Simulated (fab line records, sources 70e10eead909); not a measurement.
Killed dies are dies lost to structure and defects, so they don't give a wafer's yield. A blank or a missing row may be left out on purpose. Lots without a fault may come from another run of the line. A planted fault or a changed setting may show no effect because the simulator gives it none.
Chamber matching | flow nand_harc | NHARC_A_CHANNEL_FILL_D1_ALD_25 on ald_hk-02: 4 sister chambers
The step deposits SiOx, target thk 60 nm, pulse time 10 s, ald cycles 600. 4 wafers are shown with their chamber, then 12 later ones without.

WAFERS WITH THEIR CHAMBER
wafer  | chamber | heater_power_w (W)
L088.6 | 2       | 475
L090.3 | 0       | 507
L092.2 | 1       | 474
L092.5 | 3       | 547

WAFERS WITHOUT THEIR CHAMBER
wafer  | heater_power_w (W)
L092.4 | 506
L092.1 | 484
L092.6 | 495
L094.1 | 548
L094.2 | 511
L094.6 | 477
L095.2 | 487
L095.4 | 549
L095.5 | 491
L096.2 | 484
L096.3 | 483
L096.4 | 552

WHICH CHAMBER EACH WENT THROUGH
wafer  | from the rows above          | in truth
L092.4 | 0                            | 0
L092.1 | can't be placed: 2 or 1 or 0 | 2
L092.6 | can't be placed: 0 or 2 or 1 | 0
L094.1 | 3                            | 3
L094.2 | 0                            | 0
L094.6 | can't be placed: 2 or 1      | 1
L095.2 | can't be placed: 2 or 1 or 0 | 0
L095.4 | 3                            | 3
L095.5 | can't be placed: 0 or 2 or 1 | 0
L096.2 | can't be placed: 2 or 1 or 0 | 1
L096.3 | can't be placed: 2 or 1 or 0 | 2
L096.4 | 3                            | 3
Placed correctly: 5 of 12. Can't be placed from these rows: 7 (the true chamber is among the candidates in 7). Placed wrongly: 0.
How it was worked out, from the rows above alone: a wafer's distance from a chamber is the root of the sum, over the readings, of the square of ((its reading less the chamber's mean) divided by the reading's scatter). The wafer belongs to the nearest chamber; if the next one is less than 2 further off, it can't be placed. A chamber's mean is the mean of its shown wafers. The scatter: with one shown wafer a chamber, the root of the mean of the squares of how far each hidden wafer lies from its nearest shown one.
